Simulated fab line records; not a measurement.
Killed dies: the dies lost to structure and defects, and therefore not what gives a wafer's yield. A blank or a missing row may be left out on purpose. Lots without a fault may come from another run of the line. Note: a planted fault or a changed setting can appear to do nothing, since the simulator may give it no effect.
Matching of chambers    flow nand-harc    NHARC_A_DECK1_JOINT_ETCHBACK_07 on rie-si-04: 4 sister chambers
The step etches the open film in HBr, target depth 105 nm, time 26.9 s. 8 wafers are shown with their chamber, then 8 later ones without.

== EACH WAFER AND ITS CHAMBER ==
wafer   chamber  oes-product-au (a.u.)  throttle-valve-pct (%)
L878.2  2        0.989                  23.257
L892.3  0        1.019                  23.260
L892.5  2        0.994                  23.262
L892.6  1        1.010                  23.273
L894.3  3        0.989                  23.280
L894.5  3        0.992                  23.257
L894.6  0        1.017                  23.258
L896.1  1        1.028                  23.267

== WAFERS MISSING THEIR CHAMBER ==
wafer   oes-product-au (a.u.)  throttle-valve-pct (%)
L896.3  1.024                  23.253
L896.6  0.993                  23.259
L898.2  1.010                  23.265
L898.3  0.994                  23.265
L898.5  1.034                  23.267
L900.2  0.990                  23.273
L900.4  0.994                  23.265
L900.6  0.996                  23.250

== WHICH CHAMBER EACH ONE RAN IN ==
wafer   from the rows above                in truth
L896.3  can't be placed: 0 or 1            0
L896.6  can't be placed: 2 or 3            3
L898.2  can't be placed: 0 or 1 or 2 or 3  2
L898.3  can't be placed: 3 or 2            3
L898.5  can't be placed: 1 or 0            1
L900.2  can't be placed: 3 or 2            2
L900.4  can't be placed: 3 or 2            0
L900.6  can't be placed: 2 or 3            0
Correct placement for 0 of the 8. Unplaceable from these rows: 8, with the true chamber sitting among the candidates in 6. Placed wrongly: 0.
How it was worked out, from the rows above alone: a wafer's distance from a chamber is the root of the sum, over the readings, of the square of ((its reading less the chamber's mean) divided by the reading's scatter). If the next closest chamber is less than 2 further off than the closest, the wafer can't be placed; otherwise it belongs to the closest. For every chamber, the mean is computed from those of its wafers that are shown. The scatter: take each reading less its chamber's mean, square it, sum over the shown wafers, divide by the number of wafers less the number of chambers, and take the root.
